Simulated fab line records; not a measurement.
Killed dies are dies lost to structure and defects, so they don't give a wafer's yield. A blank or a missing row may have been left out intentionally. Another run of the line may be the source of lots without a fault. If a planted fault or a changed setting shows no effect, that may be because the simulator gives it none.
Matching of chambers | flow nand_harc | NHARC_A_STAIRCASE_DEP_156 on pecvd-01 has 3 sister chambers
The step deposits SiNx, target thk 50 nm. 3 wafers are shown with their chamber, then 8 later ones without.

WAFERS PAIRED WITH THEIR CHAMBERS
wafer  | chamber | heater_power_w (W)
L085.2 | 0       | 778
L085.6 | 1       | 610
L089.4 | 2       | 630

WAFERS MISSING THEIR CHAMBER
wafer  | heater_power_w (W)
L089.5 | 655
L089.6 | 537
L090.1 | 740
L090.4 | 649
L090.5 | 556
L092.1 | 638
L092.2 | 700
L092.6 | 635

WHICH CHAMBER EACH ONE RAN IN
wafer  | from the rows above          | in truth
L089.5 | can't be placed: 2 or 1      | 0
L089.6 | can't be placed: 1 or 2      | 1
L090.1 | can't be placed: 0 or 2      | 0
L090.4 | can't be placed: 2 or 1      | 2
L090.5 | can't be placed: 1 or 2      | 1
L092.1 | can't be placed: 2 or 1      | 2
L092.2 | can't be placed: 2 or 0 or 1 | 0
L092.6 | can't be placed: 2 or 1      | 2
Correct placement for 0 of the 8. Cannot be placed on the basis of these rows: 8; the candidates contain the true chamber in 7. Placed wrongly: 0.
How it was worked out, from the rows above alone: a wafer's distance from a chamber is the root of the sum, over the readings, of the square of ((its reading less the chamber's mean) divided by the reading's scatter). If the next closest chamber is less than 2 further off than the closest, the wafer can't be placed; otherwise it belongs to the closest. A chamber's mean is the mean of its shown wafers. The scatter: root of mean squared gap, hidden wafer to nearest shown wafer, with one shown wafer a chamber.
